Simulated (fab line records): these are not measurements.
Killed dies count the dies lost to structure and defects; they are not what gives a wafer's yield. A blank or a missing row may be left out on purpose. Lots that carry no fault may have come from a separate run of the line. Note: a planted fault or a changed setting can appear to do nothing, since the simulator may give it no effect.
A lot that was struck, set against a sound lot -- flow n5 finfet -- 14 steps out of a route of 1938
Sound: the wafers L294.1, L294.2, L294.6. The struck wafers were L290.1, L290.3, L290.6. The cause comes at the end.
At each step with rows: each side's tool, then ch and its chambers, then its first start. Under that, the readings that differ: sound wafers -- struck wafers -- difference of the means -- sigmas: that difference in standard deviations of wafers without a fault.
alike: a reading whose means differ by less than 2 such deviations, as well as words and numbers matching on both sides. not compared: withheld readings; readings where some wafer has no value; bounds like >300 that might hide an equal value; numbers whose values overlap and for which the record gives no deviation.
Wherever a step has rows on one side only, a row that says differs or no value, or a row with sigmas, the two part there. When numbers do not overlap yet have no deviation, they are printed without sigmas and do not part them. A reading missing from all wafers of one side parts the sides only when that side holds two or more wafers.

first, 9 steps without rows for these wafers: N5_BEOL_M0_CUTY_DEVELOP_56 (develop time 30 s); N5_BEOL_M0_CUTY_DESCUM_61 (chemistry O2, time 7.9 s); N5_BEOL_M0_CUTY_ETCH_62 (etches SiARC in CF4, time 58.5 s); N5_BEOL_M0_CUTY_ETCH_63 (etches SOC in N2/H2, target depth 82.7 nm, overetch 16.5 nm, time 124 s); N5_BEOL_M0_CUTY_STRIP_64 (strips in N2/H2); N5_BEOL_M0_ETCH_138 (etches SiCN in CH3F/O2, target depth 12 nm, time 31.6 s); N5_BEOL_M0_HM_OPEN_105 (chemistry Cl2/BCl3, target TiN, target depth 12 nm); N5_BEOL_M0_STRIP_140 (strips in CF4); N5_BEOL_M0_STRIP_104 (strips in N2/H2).
N5_BEOL_M0_WET_ETCH_106: etches SiO2 in DHF, target depth 130 nm, rinse time 30 s.
  sound on wet bench-05 ch 3,4,6, day 11 07:48; struck on wet bench-06 ch 2,3,5, day 9 22:04
  no value came back on the struck wafers for bath heat duty pct (%), rinse temp c (C); on the sound wafers bath heat duty pct (%) reads 5.7 5.9 5.7
reading,sound,struck,difference,sigmas
model.SiO2_of_BEOL_M0_SAQP_ALD_48.thk nm (nm),0 0 0,11.6 11.6 11.6,+11.6,
N5_BEOL_M0_ETCH_128: etches SiCN in CF4/N2, target depth 12 nm, overetch 5.1 nm, time 21.4 s.
  sound on rie diel-04 ch 0,1,3, day 11 07:58; struck on rie diel-01 ch 0,3, day 9 22:07
reading,sound,struck,difference,sigmas
model.etch.depth nm (nm),8.411 8.655 8.733,11.66 11.51 11.54,+2.97,
  alike: bias w, cf4 flow sccm, drypump motor current A, oes product au, rf vpp V, showerhead plenum p Torr, throttle valve pct
  not compared: rf hours counter h
then, 1 step without rows for these wafers: N5_BEOL_M0_TRENCH_ETCH_107 (etches SiOC in C4F6/O2, target depth 32.8 nm, time 16.4 s).
N5_BEOL_M4_RC_MEAS_101:
  the record has rows for the sound wafers here (prober-01 ch 0, day 15 02:00) and none for the struck ones
-- a jump in the record: the struck wafers' starts before and after are 7 days apart (it breaks off in module BEOL_M4 and resumes in module PASSIVATION, where the first step shown is number 1936 of the route) --
N5_PASSIVATION_PROBE_49:
  sound on prober-02, day 19 23:44; struck on prober-02, day 17 08:31
reading,sound,struck,difference,sigmas
defect limited yield (%),91.3 91.1 94.2,0 0 0,-92,-66
killed_at_M0_to_M3,33 37 22,1105 1095 1094,+1067,+97
killed dies,103 105 68,1180 1180 1180,+1088,+64
killed on rim,12 13 7,152 152 152,+141,+34
sort_bin_5_function (%),4.6 5.3 3.5,96.1 95.9 96.6,+91.7,+99 or more
sort n pass,1077 1075 1112,0 0 0,-1088,-64
sort yield pct (%),91.3 91.1 94.2,0 0 0,-92,-66
  alike: killed_at_M4_up, killed at contacts, killed at front end, killed at other, killed open, killed short, sort_bin_6_memory

## WHERE THEY PART
At N5_BEOL_M0_WET_ETCH_106 first; at N5_PASSIVATION_PROBE_49 last (within this record only).

WHY: the cause the simulator had injected
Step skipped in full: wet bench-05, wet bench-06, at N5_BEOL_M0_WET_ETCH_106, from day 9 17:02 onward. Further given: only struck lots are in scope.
